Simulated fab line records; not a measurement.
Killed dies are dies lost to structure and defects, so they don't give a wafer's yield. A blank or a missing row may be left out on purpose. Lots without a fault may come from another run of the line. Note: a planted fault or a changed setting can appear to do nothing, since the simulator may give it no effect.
Matching of chambers	flow n5 finfet	N5_BEOL_M13_ETCH_38 on rie diel-05: 4 sister chambers
The step etches SiCN in CF4/N2, target depth 67.5 nm, time 71.9 s. 16 wafers are shown with their chamber, then 8 later ones without.

## WAFERS PAIRED WITH THEIR CHAMBERS
wafer	chamber	drypump motor current A (A)	showerhead plenum p Torr (Torr)	throttle valve pct (%)
L076.3	3	6.4	2.16	15.68
L076.4	0	5.8	2.18	15.55
L076.6	1	5.6	2.27	15.32
L079.2	2	5.9	2.21	15.27
L079.4	2	5.9	2.21	15.26
L079.6	3	6.4	2.16	15.69
L080.4	3	6.4	2.15	15.70
L080.5	2	5.9	2.21	15.27
L080.6	1	5.6	2.26	15.34
L086.2	0	5.8	2.17	15.08
L086.5	1	5.6	2.26	15.37
L086.6	2	5.9	2.20	15.31
L088.2	3	6.4	2.15	15.74
L088.4	2	5.9	2.20	15.32
L088.6	0	5.8	2.17	15.08
L087.1	1	5.7	2.26	15.35

SIGNATURES (averages over the wafers above)
reading	chamber 0	chamber 1	chamber 2	chamber 3	scatter within a chamber
drypump motor current A	5.800	5.625	5.900	6.400	0.025
showerhead plenum p Torr	2.1733	2.2625	2.2060	2.1550	0.00549
throttle valve pct	15.2367	15.3450	15.2860	15.7025	0.113
Rule: a wafer's distance from a chamber is the root of the sum, over the readings, of the square of ((its reading less the chamber's mean) divided by the reading's scatter). If the next closest chamber is less than 2 further off than the closest, the wafer can't be placed; otherwise it belongs to the closest. The scatter: take each reading less its chamber's mean, square it, sum over the shown wafers, divide by the number of wafers less the number of chambers, and take the root.

## WAFERS WITH NO CHAMBER GIVEN
wafer	drypump motor current A (A)	showerhead plenum p Torr (Torr)	throttle valve pct (%)
L087.4	5.9	2.20	15.29
L087.5	6.4	2.15	15.74
L090.3	5.6	2.25	15.37
L090.5	6.4	2.15	15.73
L090.6	5.9	2.20	15.31
L091.1	5.8	2.17	15.09
L091.2	5.7	2.25	15.36
L091.6	6.4	2.15	15.74

## EACH ONE'S CHAMBER
wafer	from the rows above	in truth
L087.4	2	2
L087.5	3	3
L090.3	1	1
L090.5	3	3
L090.6	2	2
L091.1	0	0
L091.2	1	1
L091.6	3	3
Correct placement for 8 of the 8. Not placeable from these rows: 0. Placed wrongly: 0.
